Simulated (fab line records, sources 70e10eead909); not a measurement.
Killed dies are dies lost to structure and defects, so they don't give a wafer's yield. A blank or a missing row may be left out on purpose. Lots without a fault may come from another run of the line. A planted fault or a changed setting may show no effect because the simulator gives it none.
fab line records | flow nand_harc
record lots=12 wafers=36 last_day=33
route steps=1302 shown A_CONTACT@1093 A_BLC@1118 END@1302
lots that met no fault: from a run of the same line without faults
start_h: hours from the record's first day to the start of the lot's first wafer shown | wait_h: hours since the lot's step before | " the same as in the row above | L1.1+2: a row that stands for several wafers | - no value, or no start given | * or withheld: withheld | < > ~ a bound
route shown NAME@n: a module of which the file shows steps, and the number in the route of the first | usual: mean/standard deviation of fault-free wafers | same: alike in all rows | chamber/n: place in a boat | sites: the reading at each site | _std_site: their standard deviation | _edge_site: outer sites' mean less inner sites' | radius_mm: how far each site lies from the wafer's centre | mask NAME#n: copy n | behind: the tool/chamber that last shaped the wafer | hold: why the lot was held/for how many hours/how that ended | device: the transistor (n, p or np) that didn't switch | end of line: the same wafers' tests at the end of the route | a step without rows: its recipe alone | killed: dies lost to structure and defects at the first sort, not the wafer's yield | map: a wafer's dies, x killed, . not, _ none there
set.NAME: the setting as run; set.NAME@STEP: as run at that earlier step | model.NAME: the simulator's own value behind a step, which no gauge read
steps of the route over a sample of lots; a table a step, a row a wafer
services: from which hour (start_h, from the record's first day; less than 0 if before it) a tool's chamber was out of use, for how many hours, and why
## steps
# step NHARC_A_CONTACT_ETCH_98
# recipe target_depth_a=200 over_etch_frac=0.5 time_s=10 ion_energy_ev=250 c4f6_flow_sccm=25 o2_flow_sccm=20 ar_flow_sccm=500 rf_w=600 bias_w=500 chemistry=C4F6/O2
# usual drypump_motor_current_A=5.92/0.26 oes_product_au=0.946/0.017 rf_vpp_V=545.0/2.3 showerhead_plenum_p_Torr=3.83/0.11 throttle_valve_pct=26.904/0.0086
# columns lot.wafer tool chamber start_h wait_h drypump_motor_current_A oes_product_au rf_hours_counter_h rf_vpp_V showerhead_plenum_p_Torr throttle_valve_pct
L274.1 rie_diel-12 1 - - 5.82 0.939 22 546.5 3.91 26.900
L274.3 " 3 " " 5.58 0.924 20 543.2 3.72 26.908
L274.6 " 1 " " 5.83 0.945 - 544.3 3.91 26.905
L276.4 rie_diel-12 0 - - 5.86 0.943 23 545.1 3.77 26.894
L276.2 " 3 " " 5.59 0.910 22 543.5 3.72 26.912
L276.6 " 0 " " 5.85 0.943 - 543.9 3.77 26.893
L277.2 rie_diel-05 0 - - 5.43 0.920 48 545.0 3.81 26.894
L277.1 " 1 " " 6.08 0.952 53 542.2 3.67 26.906
L277.6 " 3 " " 5.77 0.955 - 543.6 3.77 26.895
L278.2 rie_diel-12 2 579.96 0.1 5.77 0.929 40 545.2 3.90 26.899
L278.3 " 3 " " 5.61 0.918 34 543.4 3.71 26.915
L278.5 " 2 " " 5.80 0.937 - 545.6 3.90 26.907
L280.4 rie_diel-08 1 - - 6.06 0.946 8 547.0 3.92 26.906
L280.2 " 0 " " 6.08 0.932 8 546.8 3.94 26.897
L280.6 " 1 " " 6.06 0.951 - 546.6 3.92 26.915
L282.3 rie_diel-08 1 - - 6.07 0.935 10 547.2 3.92 26.920
L282.2 " 2 " " 6.37 0.938 12 549.9 3.98 26.904
L282.6 " 3 " " 5.62 0.951 - 541.7 3.68 26.912
L283.3 rie_diel-08 2 - - 6.38 0.929 16 548.6 3.98 26.915
L283.1 " 3 " " 5.60 0.947 16 542.6 3.68 26.908
L283.6 " 2 " " 6.35 0.931 - 548.8 3.98 26.895
L285.4 rie_diel-08 1 - - 6.07 0.948 14 546.2 3.92 26.912
L285.1 " 2 " " 6.35 0.927 16 547.1 3.98 26.908
L285.3 " 3 " " 5.60 0.928 16 542.9 3.68 26.915
L286.4 rie_diel-12 0 - - 5.82 0.948 5 545.1 3.75 26.911
L286.3 " 2 " " 5.82 0.941 7 545.6 3.88 26.935
L286.6 " 3 " " 5.58 0.944 - 541.1 3.70 26.911
L293.2 rie_diel-05 0 - - 5.41 0.944 47 543.6 3.77 26.907
L293.3 " 2 " " 6.13 0.967 44 544.2 3.82 26.909
L293.6 " 0 " " 5.41 0.952 - 544.0 3.77 26.916
L294.4 rie_diel-05 3 - - 5.78 0.940 38 544.2 3.74 26.911
L294.1 " 0 " " 5.41 0.949 47 543.1 3.77 26.911
L294.2 " 1 " " 6.06 0.935 48 540.3 3.64 26.902
L295.4 rie_diel-08 1 - - 6.09 1.004 1 546.3 3.91 26.904
L295.6 " 3 " " 5.63 0.987 - 542.3 3.67 26.896
L295.5 " 0 " " 6.08 0.997 - 545.9 3.92 26.905
# step NHARC_A_CONTACT_STRIP_26
# recipe o2_flow_sccm=500 ar_flow_sccm=0 bias_w=0 chemistry=O2
# usual drypump_motor_current_A=5.94/0.26 oes_product_au=0.995/0.012 rf_vpp_V=57.6/0.77 showerhead_plenum_p_Torr=3.45/0.1 throttle_valve_pct=17.036/0.0092
# columns lot.wafer tool chamber start_h wait_h drypump_motor_current_A oes_product_au rf_hours_counter_h rf_vpp_V showerhead_plenum_p_Torr throttle_valve_pct
L274.3 rie_diel-08 1 - - 6.06 1.009 27 57.3 3.53 17.040
L274.1 " 2 " " 6.32 1.001 29 57.1 3.59 17.053
L274.6 " 3 " " 5.61 1.013 - 57.8 3.32 17.044
L276.4 rie_diel-08 0 - - 6.09 0.987 25 57.7 3.55 17.036
L276.2 " 2 " " 6.38 0.988 30 59.7 3.59 17.033
L276.6 " 0 " " 6.07 0.996 - 57.1 3.55 17.029
L277.2 rie_diel-08 0 - - 6.07 1.011 1 58.2 3.55 17.036
L277.1 " 1 " " 6.04 1.000 1 59.3 3.53 17.030
L277.6 " 1 " " 6.03 1.003 - 58.2 3.53 17.024
L278.2 rie_diel-08 2 - - 6.37 1.004 4 57.2 3.58 17.025
L278.3 " 3 " " 5.62 1.010 4 57.0 3.31 17.040
L278.5 " 2 " " 6.36 0.997 - 57.4 3.58 17.046
L280.4 rie_diel-08 2 - - 6.34 1.000 9 57.5 3.58 17.035
L280.2 " 0 " " 6.10 1.018 8 57.9 3.54 17.028
L280.6 " 2 " " 6.36 0.992 - 57.4 3.58 17.042
L282.2 rie_diel-12 3 - - 5.60 0.963 47 57.0 3.33 17.041
L282.3 " 2 " " 5.82 0.982 53 58.6 3.50 17.051
L282.6 " 0 " " 5.86 0.986 - 57.0 3.38 17.046
L283.3 rie_diel-08 2 - - 6.38 0.980 16 56.8 3.58 17.045
L283.1 " 1 " " 6.05 0.985 13 57.2 3.52 17.025
L283.6 " 2 " " 6.33 0.978 - 56.9 3.58 17.035
L285.3 rie_diel-08 2 - - 6.36 0.995 16 57.3 3.58 17.019
L285.1 " 3 " " 5.63 0.995 16 57.0 3.31 17.029
L285.4 " 0 " " 6.03 0.992 14 57.6 3.54 17.030
L286.4 rie_diel-12 1 - - 5.81 1.018 8 57.3 3.49 17.040
L286.3 " 2 " " 5.79 0.984 7 58.2 3.49 17.031
L286.6 " 2 " " 5.81 0.981 - 58.0 3.49 17.055
L293.3 rie_diel-05 2 - - 6.10 1.004 44 57.1 3.44 17.029
L293.2 " 1 " " 6.10 0.994 48 55.4 3.27 17.025
L293.6 " 3 " " 5.77 0.996 - 58.1 3.36 17.034
L294.2 rie_diel-05 2 - - 6.12 0.999 44 58.5 3.44 17.046
L294.4 " 3 " " 5.78 0.983 38 58.1 3.36 17.037
L294.1 " 0 " " 5.42 0.998 47 57.8 3.39 17.052
L295.4 rie_diel-08 3 - - 5.66 0.998 1 58.3 3.30 17.056
L295.5 " 0 " " 6.07 0.999 - 56.8 3.53 17.038
L295.6 " 1 " " 6.06 1.001 - 58.5 3.51 17.028
# step NHARC_A_BLC_OVL_MEAS_11
# usual overlay_x_nm=-0.2/0.73 overlay_y_nm=-0.1/0.68
# columns lot.wafer tool chamber start_h wait_h overlay_x_nm overlay_y_nm
L274.1 overlay-01 - 530.62 - -0.3 -1.0
L274.3 " - " " -0.6 -0.7
L274.6 " - " " -0.3 -1.0
L276.2 overlay-02 - 537.04 - -0.8 0.4
L276.4 " - " " -0.9 1.2
L276.6 " - " " -0.7 0.3
L277.1 overlay-01 - 562.60 - 1.2 -0.1
L277.2 " - " " 1.0 0.7
L277.6 " - " " 0.9 0.5
L278.2 overlay-01 - 583.16 - -1.3 -0.2
L278.3 " - " " -1.1 0.4
L278.5 " - " " -1.3 0.2
L280.2 overlay-02 - 598.61 - -0.6 -0.6
L280.4 " - " " -0.9 -0.6
L280.6 " - " " -1.1 -1.4
L282.2 overlay-02 - 616.89 - 0.8 -1.7
L282.3 " - " " 0.1 -1.2
L282.6 " - " " 0.4 -0.6
L283.1 overlay-01 - 629.41 - -0.5 0.7
L283.3 " - " " -0.2 1.1
L283.6 " - " " 0.4 0.9
L285.1 overlay-01 - 631.54 - -1.3 -0.2
L285.3 " - " " -1.6 -0.2
L285.4 " - " " -1.2 -1.5
L286.3 overlay-02 - 652.39 - -0.1 0.0
L286.4 " - " " 0.1 0.7
L286.6 " - " " -0.1 0.1
L293.2 overlay-02 - 726.28 - -0.8 -0.7
L293.3 " - " " 0.0 -0.7
L293.6 " - " " -0.1 -0.9
L294.1 overlay-01 - 727.47 - 1.1 -1.2
L294.2 " - " " 0.5 -0.9
L294.4 " - " " 1.3 -0.3
L295.4 overlay-02 - 739.56 - -0.2 -1.1
L295.5 " - " " -0.4 -1.5
L295.6 " - " " 0.0 -0.9
# step NHARC_A_BLC_ETCH_16
# recipe target_depth_a=390 over_etch_frac=0.3 time_s=65 ion_energy_ev=80 cf4_flow_sccm=150 ar_flow_sccm=0 rf_w=300 bias_w=100 chemistry=CF4
# usual drypump_motor_current_A=5.7/0.39 oes_product_au=0.997/0.013 rf_vpp_V=151.1/1.1 showerhead_plenum_p_Torr=1.74/0.058 throttle_valve_pct=13.284/0.01
# columns lot.wafer tool chamber start_h wait_h drypump_motor_current_A oes_product_au rf_hours_counter_h rf_vpp_V showerhead_plenum_p_Torr throttle_valve_pct
L274.1 rie_diel-11 0 530.80 0.1 5.4 1.004 4 151.4 1.67 13.282
L274.3 " 1 " " 5.2 1.013 5 151.6 1.76 13.291
L274.6 " 0 " " 5.4 1.012 - 149.4 1.67 13.256
L276.2 rie_diel-11 0 537.23 0.1 5.4 1.011 5 149.5 1.67 13.266
L276.4 " 1 " " 5.2 1.006 6 150.8 1.76 13.296
L276.6 " 2 " " 5.8 0.996 - 151.2 1.74 13.294
L277.1 rie_diel-03 2 562.80 0.1 5.0 0.984 8 151.8 1.73 13.280
L277.2 " 3 " " 6.1 0.988 8 149.5 1.67 13.278
L277.6 " 0 " " 5.7 1.001 - 149.5 1.68 13.281
L278.3 rie_diel-11 1 583.34 0.1 5.2 0.994 9 152.3 1.76 13.286
L278.2 " 0 " " 5.4 0.992 8 150.6 1.67 13.292
L278.5 " 1 " " 5.2 1.001 - 152.2 1.76 13.282
L280.2 rie_diel-04 3 598.79 0.1 5.5 1.012 19 150.0 1.73 13.298
L280.4 " 2 " " 6.2 1.035 19 152.1 1.84 13.284
L280.6 " 3 " " 5.6 1.016 - 151.4 1.73 13.293
L282.3 rie_diel-03 0 617.09 0.1 5.7 0.980 12 148.7 1.68 13.285
L282.2 " 1 " " 5.8 1.001 13 153.4 1.83 13.276
L282.6 " 3 " " 6.1 0.990 - 150.2 1.67 13.276
L283.3 rie_diel-03 2 629.60 0.1 5.0 0.855 15 151.8 1.72 13.290
L283.1 " 3 " " 6.1 0.863 15 149.6 1.67 13.272
L283.6 " 0 " " 5.7 0.850 - 150.7 1.68 13.295
L285.1 rie_diel-03 1 631.72 0.1 5.8 0.870 15 151.0 1.83 13.292
L285.3 " 2 " " 5.0 0.860 16 150.2 1.72 13.295
L285.4 " 3 " " 6.1 0.852 15 150.8 1.67 13.265
L286.3 rie_diel-11 2 652.60 0.1 5.7 1.006 2 151.3 1.74 13.281
L286.6 " 1 " " 5.2 0.992 - 152.6 1.76 13.296
L286.4 " 2 " " 5.8 1.016 - 152.6 1.74 13.286
L293.2 rie_diel-03 3 726.46 0.1 6.1 0.999 5 150.1 1.67 13.276
L293.3 " 0 " " 5.8 0.999 6 149.7 1.68 13.290
L293.6 " 3 " " 6.1 1.001 - 150.8 1.67 13.292
L294.2 rie_diel-03 3 727.66 0.1 6.1 0.986 6 150.1 1.67 13.284
L294.4 " 0 " " 5.7 0.984 7 150.1 1.68 13.294
L294.1 " 1 " " 5.7 0.979 7 150.8 1.82 13.295
L295.4 rie_diel-03 3 739.75 0.1 6.2 0.981 7 148.5 1.67 13.283
L295.6 " 2 " " 5.0 0.991 - 151.1 1.72 13.292
L295.5 " 3 " " 6.1 0.982 - 152.0 1.67 13.273
# step NHARC_END_SORT_01
# recipe temp_c=25
# usual killed_at_array=52/19 killed_at_other=1.0/1.2 killed_at_periphery=4.1/2.8 killed_dies=57/19 killed_open=3.1/1.7 killed_short=2.5/1.5
# same gross_dies=677
# columns lot.wafer tool chamber start_h wait_h killed_at_array killed_at_other killed_at_periphery killed_dies killed_open killed_short
L274.1 prober-01 0 575.16 2.5 39 0 5 44 5 2
L274.3 prober-01 0 576.75 3.1 49 0 4 53 3 2
L274.6 prober-01 0 579.12 4.0 72 0 4 76 2 2
L276.2 prober-01 0 585.91 2.8 33 1 1 35 2 2
L276.4 prober-01 0 587.48 3.4 59 0 4 63 3 2
L276.6 prober-01 0 589.05 3.9 47 1 4 52 2 2
L277.1 prober-02 0 605.63 2.6 65 2 4 71 4 5
L277.2 prober-02 0 606.43 2.8 55 0 5 60 2 3
L277.6 prober-02 0 609.61 4.0 59 0 5 64 0 2
L278.2 prober-02 0 625.15 2.8 54 1 6 61 2 5
L278.3 prober-02 0 625.96 3.1 57 1 0 58 4 0
L278.5 prober-02 0 627.57 3.7 62 0 3 65 5 0
L280.2 prober-01 0 643.79 2.8 27 0 6 33 1 1
L280.4 prober-01 0 645.39 3.4 36 0 13 49 8 5
L280.6 prober-01 0 647.00 4.0 35 1 10 46 2 2
L282.2 prober-02 0 662.86 2.8 31 4 3 38 2 2
L282.3 prober-02 0 663.65 3.1 47 2 9 58 5 4
L282.6 prober-02 0 666.02 4.0 54 2 1 57 6 0
L283.1 prober-02 0 674.91 2.5 55 1 8 64 1 1
L283.3 prober-02 0 676.53 3.1 59 2 4 65 2 1
L283.6 prober-02 0 678.95 4.0 40 0 9 49 1 1
L285.1 prober-01 0 682.56 2.5 82 2 1 85 4 1
L285.3 prober-01 0 684.19 3.1 76 4 3 83 2 0
L285.4 prober-01 0 685.01 3.4 54 1 3 58 4 2
L286.3 prober-01 0 695.25 3.1 41 0 1 42 0 1
L286.4 prober-01 0 696.06 3.4 52 0 3 55 6 1
L286.6 prober-01 0 697.68 4.0 33 0 4 37 4 4
L294.1 prober-02 0 771.23 2.5 70 1 7 78 1 3
L294.2 prober-02 0 772.05 2.8 73 4 8 85 5 4
L294.4 prober-02 0 773.69 3.5 71 4 6 81 5 3
L293.2 prober-01 0 771.79 2.8 42 1 1 44 2 5
L293.3 prober-01 0 772.58 3.1 20 0 1 21 2 1
L293.6 prober-01 0 774.96 4.0 34 1 3 38 2 2
L295.4 prober-01 0 787.73 3.4 62 0 3 65 3 2
L295.5 prober-01 0 788.53 3.7 65 0 3 68 4 0
L295.6 prober-01 0 789.33 4.0 69 0 2 71 4 4
# killed by level:class
L274.1 A_CHANNEL_HOLE_D1:chamber_film_flake=15 A_SLIT:chamber_film_flake=10 A_CONTACT:chamber_film_flake=4 P_STI:chamber_film_flake=3 A_DECK1_JOINT:geometric_particle:open=2 P_CONTACT:geometric_particle:open=1 A_ONON_D2:geometric_particle:short=1 A_ONON_D2:geometric_particle:open=1
L274.3 A_CHANNEL_HOLE_D1:chamber_film_flake=24 A_SLIT:chamber_film_flake=9 P_GATE:chamber_film_flake=2 A_CHANNEL_HOLE_D2:chamber_film_flake=2 A_STAIRCASE:chamber_film_flake=2 A_SGD_CUT:chamber_film_flake=2 A_WL_FILL:chamber_film_flake=2 A_CONTACT:chamber_film_flake=2
L274.6 A_SLIT:chamber_film_flake=31 A_CHANNEL_HOLE_D1:chamber_film_flake=23 A_CONTACT:chamber_film_flake=5 A_STAIRCASE:chamber_film_flake=5 A_CHANNEL_HOLE_D2:chamber_film_flake=3 P_ZERO_WELL:chamber_film_flake=2 P_STI:geometric_particle:short=1 A_DECK1_JOINT:geometric_particle:open=1
L276.2 A_CHANNEL_HOLE_D2:chamber_film_flake=19 A_CHANNEL_HOLE_D1:chamber_film_flake=3 A_STAIRCASE:chamber_film_flake=2 A_SLIT:chamber_film_flake=2 A_WL_FILL:chamber_film_flake=2 A_CHANNEL_FILL_D1:geometric_particle:open=1 A_DECK1_JOINT:geometric_particle:short=1 A_ONON_D2:geometric_particle:short=1
L276.4 A_CHANNEL_HOLE_D2:chamber_film_flake=42 A_SLIT:chamber_film_flake=5 A_WL_FILL:chamber_film_flake=4 A_CHANNEL_HOLE_D1:chamber_film_flake=2 A_STAIRCASE:chamber_film_flake=2 P_CONTACT:geometric_particle:short=1 P_M0:geometric_particle:open=1 A_CHANNEL_FILL_D1:geometric_particle:open=1
L276.6 A_CHANNEL_HOLE_D2:chamber_film_flake=30 A_SLIT:chamber_film_flake=4 A_WL_FILL:chamber_film_flake=3 A_CONTACT:chamber_film_flake=3 P_ZERO_WELL:chamber_film_flake=2 A_STAIRCASE:chamber_film_flake=2 P_CONTACT:geometric_particle:open=1 A_DECK1_JOINT:geometric_particle:short=1
L277.1 A_CHANNEL_HOLE_D1:chamber_film_flake=34 A_CHANNEL_HOLE_D2:chamber_film_flake=8 A_CHANNEL_FILL_D2:chamber_film_flake=4 A_CONTACT:chamber_film_flake=4 A_M1:chamber_film_flake=3 A_DECK1_JOINT:chamber_film_flake=2 A_STAIRCASE:chamber_film_flake=2 THIN_TSV:chamber_film_flake=2
L277.2 A_CHANNEL_HOLE_D1:chamber_film_flake=36 A_CHANNEL_HOLE_D2:chamber_film_flake=6 A_DECK1_JOINT:chamber_film_flake=3 P_STI:chamber_film_flake=2 P_M2:chamber_film_flake=2 A_ONON_D1:geometric_particle:short=1 A_DECK1_JOINT:geometric_particle:open=1 A_DECK1_JOINT:geometric_particle:short=1
L277.6 A_CHANNEL_HOLE_D1:chamber_film_flake=35 A_CHANNEL_HOLE_D2:chamber_film_flake=12 A_CONTACT:chamber_film_flake=4 P_STI:chamber_film_flake=2 P_M2:chamber_film_flake=2 A_CHANNEL_FILL_D2:chamber_film_flake=2 A_ONON_D1:geometric_particle:short=1 A_CHANNEL_FILL_D1:geometric_particle:short=1
L278.2 A_CHANNEL_HOLE_D1:chamber_film_flake=33 A_CONTACT:chamber_film_flake=7 A_CHANNEL_HOLE_D2:chamber_film_flake=6 P_GATE:geometric_particle:short=2 A_STAIRCASE:chamber_film_flake=2 P_M0:geometric_particle:open=1 P_M2:geometric_particle:short=1 A_CHANNEL_FILL_D1:geometric_particle:short=1
L278.3 A_CHANNEL_HOLE_D1:chamber_film_flake=34 A_CHANNEL_HOLE_D2:chamber_film_flake=9 A_CONTACT:chamber_film_flake=6 A_STAIRCASE:chamber_film_flake=2 A_DECK1_JOINT:geometric_particle:open=1 A_CHANNEL_HOLE_D2:geometric_particle:open=1 A_CHANNEL_FILL_D2:geometric_particle:open=1 A_WL_FILL:geometric_particle:open=1
L278.5 A_CHANNEL_HOLE_D1:chamber_film_flake=30 A_CHANNEL_HOLE_D2:chamber_film_flake=15 A_CONTACT:chamber_film_flake=10 A_M0:geometric_particle:open=2 A_DECK1_JOINT:chamber_film_flake=2 P_GATE:geometric_particle:open=1 P_CONTACT:geometric_particle:open=1 A_CHANNEL_HOLE_D1:geometric_particle:open=1
L280.2 A_CHANNEL_HOLE_D2:chamber_film_flake=7 A_CONTACT:chamber_film_flake=7 P_ZERO_WELL:chamber_film_flake=3 A_CHANNEL_HOLE_D1:chamber_film_flake=3 A_WL_FILL:chamber_film_flake=3 A_SGD_CUT:chamber_film_flake=2 A_CHANNEL_FILL_D2:geometric_particle:open=1 A_WL_FILL:geometric_particle:short=1
L280.4 A_CHANNEL_HOLE_D2:chamber_film_flake=8 A_CHANNEL_HOLE_D1:chamber_film_flake=5 P_GATE:chamber_film_flake=4 P_BONDPAD:chamber_film_flake=4 A_CHANNEL_FILL_D2:chamber_film_flake=4 A_CHANNEL_FILL_D2:geometric_particle:short=3 A_CONTACT:chamber_film_flake=3 A_ONON_D1:geometric_particle:open=2
L280.6 A_CONTACT:chamber_film_flake=10 A_CHANNEL_HOLE_D1:chamber_film_flake=6 A_CHANNEL_HOLE_D2:chamber_film_flake=6 P_GATE:chamber_film_flake=4 P_BONDPAD:chamber_film_flake=4 A_SGD_CUT:chamber_film_flake=3 P_ZERO_WELL:chamber_film_flake=2 A_ZERO_WELL:chamber_film_flake=2
L282.2 A_SLIT:chamber_film_flake=18 A_CHANNEL_HOLE_D1:chamber_film_flake=5 THIN_TSV:chamber_film_flake=4 A_CONTACT:chamber_film_flake=3 P_M0:geometric_particle:short=1 A_CHANNEL_FILL_D1:geometric_particle:short=1 A_DECK1_JOINT:geometric_particle:open=1 A_ONON_D2:geometric_particle:open=1
L282.3 A_CHANNEL_HOLE_D2:chamber_film_flake=23 A_SLIT:chamber_film_flake=7 P_GATE:chamber_film_flake=5 A_CONTACT:chamber_film_flake=4 A_ONON_D2:geometric_particle:open=3 A_CHANNEL_HOLE_D1:chamber_film_flake=3 P_STI:chamber_film_flake=2 THIN_TSV:chamber_film_flake=2
L282.6 A_SLIT:chamber_film_flake=23 A_CHANNEL_HOLE_D2:chamber_film_flake=10 A_CHANNEL_HOLE_D1:chamber_film_flake=8 A_ZERO_WELL:chamber_film_flake=4 A_CONTACT:chamber_film_flake=3 A_DECK1_JOINT:geometric_particle:open=2 THIN_TSV:chamber_film_flake=2 P_CONTACT:geometric_particle:open=1
L283.1 A_SLIT:chamber_film_flake=16 A_CHANNEL_HOLE_D2:chamber_film_flake=13 A_CHANNEL_HOLE_D1:chamber_film_flake=10 A_CONTACT:chamber_film_flake=7 A_STAIRCASE:chamber_film_flake=6 P_CONTACT:chamber_film_flake=4 P_ZERO_WELL:chamber_film_flake=3 P_CONTACT:geometric_particle:open=1
L283.3 A_SLIT:chamber_film_flake=33 A_CHANNEL_HOLE_D1:chamber_film_flake=8 A_CHANNEL_HOLE_D2:chamber_film_flake=5 A_STAIRCASE:chamber_film_flake=5 A_CONTACT:chamber_film_flake=3 P_CONTACT:chamber_film_flake=2 A_CHANNEL_HOLE_D2:unspecified=2 A_CHANNEL_FILL_D1:geometric_particle:short=1
L283.6 A_SLIT:chamber_film_flake=13 A_CHANNEL_HOLE_D1:chamber_film_flake=11 P_CONTACT:chamber_film_flake=6 A_STAIRCASE:chamber_film_flake=6 A_CHANNEL_HOLE_D2:chamber_film_flake=4 A_CONTACT:chamber_film_flake=3 P_M0:geometric_particle:open=1 A_CHANNEL_FILL_D1:geometric_particle:short=1
L285.1 A_SLIT:chamber_film_flake=43 A_CHANNEL_HOLE_D1:chamber_film_flake=25 A_CHANNEL_HOLE_D2:chamber_film_flake=5 HYBRID_BOND:chamber_film_flake=2 A_CONTACT:chamber_film_flake=2 A_ONON_D2:geometric_particle:open=1 A_ONON_D2:geometric_particle:short=1 A_STAIRCASE:geometric_particle:open=1
L285.3 A_CHANNEL_HOLE_D1:chamber_film_flake=32 A_SLIT:chamber_film_flake=24 A_CHANNEL_HOLE_D2:chamber_film_flake=12 A_CONTACT:chamber_film_flake=4 HYBRID_BOND:chamber_film_flake=2 THIN_TSV:chamber_film_flake=2 P_CONTACT:geometric_particle:open=1 A_CHANNEL_FILL_D2:geometric_particle:open=1
L285.4 A_CHANNEL_HOLE_D1:chamber_film_flake=22 A_SLIT:chamber_film_flake=11 A_CHANNEL_HOLE_D2:chamber_film_flake=10 A_DECK1_JOINT:chamber_film_flake=3 A_CONTACT:chamber_film_flake=3 P_GATE:chamber_film_flake=2 P_M0:geometric_particle:open=1 A_ONON_D1:geometric_particle:short=1
L286.3 A_CHANNEL_HOLE_D1:chamber_film_flake=25 A_WL_FILL:chamber_film_flake=5 A_CONTACT:chamber_film_flake=3 A_ZERO_WELL:chamber_film_flake=2 A_CHANNEL_HOLE_D2:chamber_film_flake=2 A_CHANNEL_FILL_D1:geometric_particle:short=1 P_GATE:chamber_film_flake=1 A_SLIT:chamber_film_flake=1
L286.4 A_CHANNEL_HOLE_D1:chamber_film_flake=33 A_WL_FILL:chamber_film_flake=6 A_CHANNEL_FILL_D1:geometric_particle:open=2 A_ZERO_WELL:chamber_film_flake=2 A_CHANNEL_HOLE_D2:chamber_film_flake=2 A_CONTACT:chamber_film_flake=2 P_GATE:geometric_particle:open=1 A_CHANNEL_FILL_D2:geometric_particle:short=1
L286.6 A_CHANNEL_HOLE_D1:chamber_film_flake=20 A_WL_FILL:chamber_film_flake=4 A_CONTACT:chamber_film_flake=3 A_WL_FILL:geometric_particle:short=2 P_GATE:geometric_particle:short=1 P_M0:geometric_particle:short=1 P_M0:geometric_particle:open=1 A_ONON_D1:geometric_particle:open=1
L294.1 A_SLIT:chamber_film_flake=39 A_CHANNEL_HOLE_D2:chamber_film_flake=10 A_CONTACT:chamber_film_flake=9 P_ZERO_WELL:chamber_film_flake=4 P_M2:chamber_film_flake=3 A_WL_FILL:geometric_particle:short=2 A_STAIRCASE:chamber_film_flake=2 A_SGD_CUT:chamber_film_flake=2
L293.2 A_CHANNEL_HOLE_D1:chamber_film_flake=15 A_CONTACT:chamber_film_flake=7 A_STAIRCASE:chamber_film_flake=5 A_SLIT:chamber_film_flake=4 A_DECK1_JOINT:chamber_film_flake=3 A_WL_FILL:geometric_particle:short=2 A_ONON_D1:geometric_particle:short=1 A_ONON_D2:geometric_particle:open=1
L294.2 A_CHANNEL_HOLE_D2:chamber_film_flake=33 A_SLIT:chamber_film_flake=13 A_CONTACT:chamber_film_flake=12 P_M2:chamber_film_flake=5 A_STAIRCASE:chamber_film_flake=4 THIN_TSV:chamber_film_flake=4 A_WL_FILL:chamber_film_flake=3 P_CONTACT:geometric_particle:open=2
L293.3 A_CHANNEL_HOLE_D1:chamber_film_flake=7 A_SLIT:chamber_film_flake=6 A_STAIRCASE:chamber_film_flake=3 P_GATE:geometric_particle:short=1 A_DECK1_JOINT:geometric_particle:open=1 A_BLC:geometric_particle:open=1 A_CHANNEL_FILL_D1:chamber_film_flake=1 A_CONTACT:chamber_film_flake=1
L294.4 A_SLIT:chamber_film_flake=39 A_CHANNEL_HOLE_D2:chamber_film_flake=12 A_CONTACT:chamber_film_flake=8 P_M2:chamber_film_flake=4 A_WL_FILL:chamber_film_flake=3 THIN_TSV:chamber_film_flake=3 A_STAIRCASE:chamber_film_flake=2 P_GATE:geometric_particle:open=1
L293.6 A_CHANNEL_HOLE_D1:chamber_film_flake=16 A_SLIT:chamber_film_flake=7 A_CONTACT:chamber_film_flake=6 A_STAIRCASE:chamber_film_flake=2 P_M1:geometric_particle:open=1 P_M1:geometric_particle:short=1 P_M2:geometric_particle:open=1 A_WL_FILL:geometric_particle:short=1
L295.4 A_CHANNEL_HOLE_D2:chamber_film_flake=23 A_SLIT:chamber_film_flake=18 A_CHANNEL_HOLE_D1:chamber_film_flake=9 A_CHANNEL_FILL_D1:chamber_film_flake=3 A_CONTACT:chamber_film_flake=3 A_STAIRCASE:chamber_film_flake=2 P_GATE:geometric_particle:open=1 A_ONON_D1:geometric_particle:short=1
L295.5 A_CHANNEL_HOLE_D2:chamber_film_flake=32 A_SLIT:chamber_film_flake=11 A_CONTACT:chamber_film_flake=7 A_CHANNEL_HOLE_D1:chamber_film_flake=3 P_STI:chamber_film_flake=2 A_CHANNEL_FILL_D1:chamber_film_flake=2 A_DECK1_JOINT:chamber_film_flake=2 A_ONON_D1:geometric_particle:open=1
L295.6 A_SLIT:chamber_film_flake=29 A_CHANNEL_HOLE_D1:chamber_film_flake=14 A_CHANNEL_HOLE_D2:chamber_film_flake=11 A_STAIRCASE:chamber_film_flake=3 A_WL_FILL:chamber_film_flake=2 A_M1:chamber_film_flake=2 P_GATE:geometric_particle:short=1 A_SOURCE_PLATE:geometric_particle:short=1
## services
# columns tool chamber start_h hours kind
rie_diel-03 0 522.79 10.1 repair
rie_diel-04 - 532.26 9.0 pm
rie_diel-08 - 544.86 9.0 pm
rie_diel-11 3 552.48 1.9 repair
rie_diel-11 2 567.52 9.8 repair
rie_diel-12 0 576.81 15.6 repair
rie_diel-08 0 578.58 4.5 repair
rie_diel-05 - 583.62 9.0 pm
rie_diel-11 2 585.89 5.8 repair
rie_diel-12 - 598.60 0.9 repair
rie_diel-12 1 603.50 19.8 repair
rie_diel-11 - 609.56 9.0 pm
rie_diel-12 - 625.01 9.0 pm
rie_diel-03 - 635.32 9.0 pm
rie_diel-08 3 639.83 13.3 repair
rie_diel-05 3 643.44 9.1 repair
rie_diel-11 3 651.71 1.2 repair
rie_diel-08 3 656.70 1.3 repair
rie_diel-12 1 678.30 1.5 repair
rie_diel-08 1 679.84 5.6 repair
rie_diel-08 2 682.15 12.8 repair
rie_diel-11 3 716.29 14.6 repair
rie_diel-08 - 721.97 9.0 pm
rie_diel-05 0 731.96 10.1 repair
## key
first_sign step=NHARC_A_BLC_ETCH_16 reading=oes_product_au direction=down sigmas=11 usual=0.997 struck=0.858
effect none on later readings
met_at NHARC_A_BLC_ETCH_16
struck_lots L283,L285
tester_left_out L283,L285
not_acting_at NHARC_A_CONTACT_ETCH_98,NHARC_A_CONTACT_STRIP_26,NHARC_A_BLC_OVL_MEAS_11
onset_between 617.09 629.60
fault kind=process_parameter_drift tool=rie_diel-03 chamber=- onset_h=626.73 steps=NHARC_A_BLC_ETCH_16 channel=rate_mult offset=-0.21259 shape=step end_h=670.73
# tester_left_out: of these lots the tester's yield and bins aren't shown, on N5 and GAA mostly nor the transistor test; their killed dies are dies lost to structure and defects alone, not to doping, threshold or leakage, so they don't give the yield
